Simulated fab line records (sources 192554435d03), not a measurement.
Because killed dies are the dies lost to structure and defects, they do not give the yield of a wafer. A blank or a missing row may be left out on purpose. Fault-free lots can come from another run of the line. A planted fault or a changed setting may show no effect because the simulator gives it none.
The same fault as seen by 2 desks	flow n5Finfet	each desk has only its own numbers; what lay behind them comes last

== FOR THE TOOL OWNER'S DESK: pecvd-04 ==
The tool's own readings at N5_PASSIVATION_PECVD_53 (deposits SiO2 from TEOS/O2, target thk 800 nm, time 169.4 s): means of the sampled wafers that have a number, for each lot that ran on this tool. Any lot whose mean is over 4 standard deviations away from the usual mean is out of limits and marked OUT; that distance is given in the brackets.
Columns: A = susceptorTempC at N5_PASSIVATION_PECVD_53, usual 400.02 C
lot	first seen here	A
L488	day 14 22:07	400.06
L493	day 15 13:55	400.25
L495	day 16 11:53	392.62 (-34) OUT
L499	day 17 00:58	392.66 (-33) OUT
Finding of this desk: L495, L499 out of limits; the first was L495 at day 16 11:53, on susceptorTempC at N5_PASSIVATION_PECVD_53. L488, L493: within limits.

== THE METROLOGY DESK ==
Lot by lot, what the gauges showed, no matter which tool ran the lot: averages of those sampled wafers that carry a number. Any lot whose mean is over 4 standard deviations away from the usual mean is out of limits and marked OUT; that distance is given in the brackets.
Columns: A = M15_ILD_THK at N5_BEOL_M15_THK_MEAS_01, usual 1625 nm
lot	first seen here	A
L486	day 12 22:46	1636
L488	day 13 22:27	1644
L493	day 14 07:51	1616
L494	day 15 17:44	1634
L495	day 15 19:36	1644
L499	day 16 07:47	1633
L505	day 17 08:40	1613
L504	day 17 18:48	1623
L507	day 18 14:27	1633
L508	day 18 14:51	1604
L509	day 18 21:23	1625
This desk found nothing out of limits on any of the 11 lots.

== PUT TOGETHER ==
The tool owner's desk could have raised an alarm at day 16 11:53, on L495, L499.
At the metrology desk, nothing out of limits was observed.
The metrology desk has L495, L499 on record, within its limits.
All the named lots went through N5_PASSIVATION_PECVD_53 on pecvd-04.

== WHAT THE SIMULATOR HAD INSERTED ==
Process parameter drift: pecvd-04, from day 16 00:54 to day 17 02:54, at N5_PASSIVATION_PECVD_53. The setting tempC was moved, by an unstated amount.
Shown lots that were struck: L495, L499.
Each desk's first reading out of limits, in hours after the fault started: the tool owner's desk, 11.
